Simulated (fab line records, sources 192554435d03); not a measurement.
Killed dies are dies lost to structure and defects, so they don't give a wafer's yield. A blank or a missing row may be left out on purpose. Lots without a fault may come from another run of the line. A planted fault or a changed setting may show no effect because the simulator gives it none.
A struck lot beside a sound one | flow n5_finfet | 38 steps out of a route of 1938
Sound: wafers L761.3, L761.5, L761.6. Struck: wafers L756.3, L756.5. The cause comes at the end.
At each step with rows: each side's tool, then ch and its chambers, then its first start. Under that, the readings that differ: sound wafers | struck wafers | difference of the means | sigmas: that difference in standard deviations of wafers without a fault.
alike: readings whose means differ by less than 2 such deviations, and words and numbers that are the same on both sides. not compared: withheld readings, readings that some wafer has no value for, bounds like >300 that may hide the same value, and numbers for which the record gives no deviation and whose values overlap.
The two part at a step that has a row with sigmas, a row that says differs or no value, or rows on one side only. Numbers that don't overlap but have no deviation are shown without sigmas and don't part them. A reading that every wafer of one side lacks parts them only if that side has two wafers or more.

first, 12 steps without rows for these wafers: N5_BEOL_M1_ANNEAL_87 (time 240 s); N5_BEOL_M1_SPUTTER_88 (material Cu, target thk 4.5 nm, time 8.29 s); N5_BEOL_M1_ANNEAL_89 (time 240 s); N5_BEOL_M1_SPUTTER_90 (material Cu, target thk 4.5 nm, time 8.29 s); N5_BEOL_M1_ANNEAL_91 (time 240 s); N5_BEOL_M1_SPUTTER_92 (material Cu, target thk 4.5 nm, time 8.29 s); N5_BEOL_M1_ANNEAL_93 (time 240 s); N5_BEOL_M1_SPUTTER_94 (material Cu, target thk 4.5 nm, time 8.29 s); N5_BEOL_M1_ANNEAL_95 (time 240 s); N5_BEOL_M1_SPUTTER_96 (material Cu, target thk 4.5 nm, time 8.29 s); N5_BEOL_M1_ECD_50 (material Cu, target thk 300 nm); N5_BEOL_M1_ANNEAL_51 (time 90 s).
N5_BEOL_M1_CMP_52: polishes, stops on SiOC, t overpolish 6.8 s, target thk 40 nm.
  sound on cmp-01 ch 0,2,3, day 12 06:36; struck on cmp-04 ch 1,2, day 11 10:44
  reading                      | sound             | struck      | difference | sigmas
  barrier_field_endpoint_s (s) | 23.6 24.6 24.3    | 41.3 41.3   | +17.1      | +22
  overpolish_run_s (s)         | 6.805 6.797 6.787 | 0.041 0.036 | -6.758     | -99 or more
  time_to_endpoint_s (s)       | 61 61 60          | 81 80       | +20        | +5
  alike: motor_current_A
then, 4 steps without rows for these wafers: N5_BEOL_M1_PRE_CLEAN_60 (time 15 s); N5_BEOL_M1_CO_CAP_55 (material Co, precursor CCTBA/H2, target thk 2 nm, time 102.1 s); N5_BEOL_M1_PRE_CLEAN_56 (time 15 s); N5_BEOL_M1_DEP_57 (deposits SiCN from 3MS/NH3, target thk 8 nm, time 14 s).
N5_BEOL_M1_INSPECT_59: inspects for defects (darkfield).
  sound on defect_inspect-01, day 12 07:07; struck on defect_inspect-02, day 11 11:20
  reading          | sound    | struck    | difference | sigmas
  raw_defect_count | 77 94 69 | 1598 1537 | +1488      | +65
then, 18 steps without rows for these wafers: N5_BEOL_M2_ILD_DEP_00 (deposits SiOC from DEMS/O2, target thk 79 nm, time 15.3 s); N5_BEOL_M2_PECVD_72 (deposits SiO2 from TEOS/O2, target thk 16 nm, time 18 s); N5_BEOL_M2_HM_DEP_02 (deposits TiN, target thk 20 nm); N5_BEOL_M2_COAT_61 (time 60 s, resist thk 60 nm); N5_BEOL_M2_COAT_62 (time 60 s, resist thk 12 nm); N5_BEOL_M2_COAT_73 (time 60 s, resist thk 5 nm); N5_BEOL_M2_COAT_05 (resist thk 30 nm); N5_BEOL_M2_EBR_07; N5_BEOL_M2_SOFTBAKE_06 (time 60 s); N5_BEOL_M2_EXPOSE_08 (exposes mask M2); N5_BEOL_M2_PEB_09 (peb time 60 s); N5_BEOL_M2_DEVELOP_10 (develop time 30 s); N5_BEOL_M2_DESCUM_16 (chemistry O2, time 7 s); N5_BEOL_M2_ETCH_74 (etches underlayer in N2/H2, target depth 6.5 nm, time 5.2 s); N5_BEOL_M2_ETCH_63 (etches SiARC in CF4, target depth 15.6 nm, time 26 s); N5_BEOL_M2_ETCH_64 (etches SOC in N2/H2, target depth 75 nm, overetch 22.5 nm, time 121.9 s); N5_BEOL_M2_STRIP_65 (strips in N2/H2); N5_BEOL_M2_STRIP_75 (strips in N2/H2).
N5_BEOL_M4_RC_MEAS_101:
  the record has rows for the sound wafers here (prober-02 ch 0, day 16 15:40) and none for the struck ones
-- the record jumps here: 9 days lie between the struck wafers' starts before and after (it left off in module BEOL_M4 and takes up again in module PASSIVATION, whose first step shown is number 1936 of the route) --
N5_PASSIVATION_PROBE_49:
  sound on prober-01, day 20 21:15; struck on prober-01, day 20 12:55
  reading                  | sound          | struck    | difference | sigmas
  defect_limited_yield (%) | 90.8 89.7 91.6 | 0 0       | -91        | -65
  killed_at_M0_to_M3       | 40 34 33       | 1126 1121 | +1088      | +99 or more
  killed_at_M4_up          | 18 23 15       | 3 10      | -12        | -2
  killed_at_contacts       | 17 28 11       | 9 1       | -14        | -2
  killed_dies              | 109 122 99     | 1180 1180 | +1070      | +63
  killed_on_rim            | 15 15 16       | 152 152   | +137       | +35
  sort_n_pass              | 1071 1058 1081 | 0 0       | -1070      | -56
  sort_yield_pct (%)       | 90.8 89.7 91.6 | 0 0       | -91        | -57
  alike: killed_at_front_end, killed_at_other, killed_open, killed_short, sort_bin_4_leakage, sort_bin_5_function, sort_bin_6_memory, sort_bin_8_speed

WHERE THEY PART
First at N5_BEOL_M1_CMP_52; last, within this record, at N5_PASSIVATION_PROBE_49.

WHY: what the simulator had put in
Process parameter drift: cmp-04, from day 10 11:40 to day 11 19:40, at N5_BEOL_M1_CMP_52. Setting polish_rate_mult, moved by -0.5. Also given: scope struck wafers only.
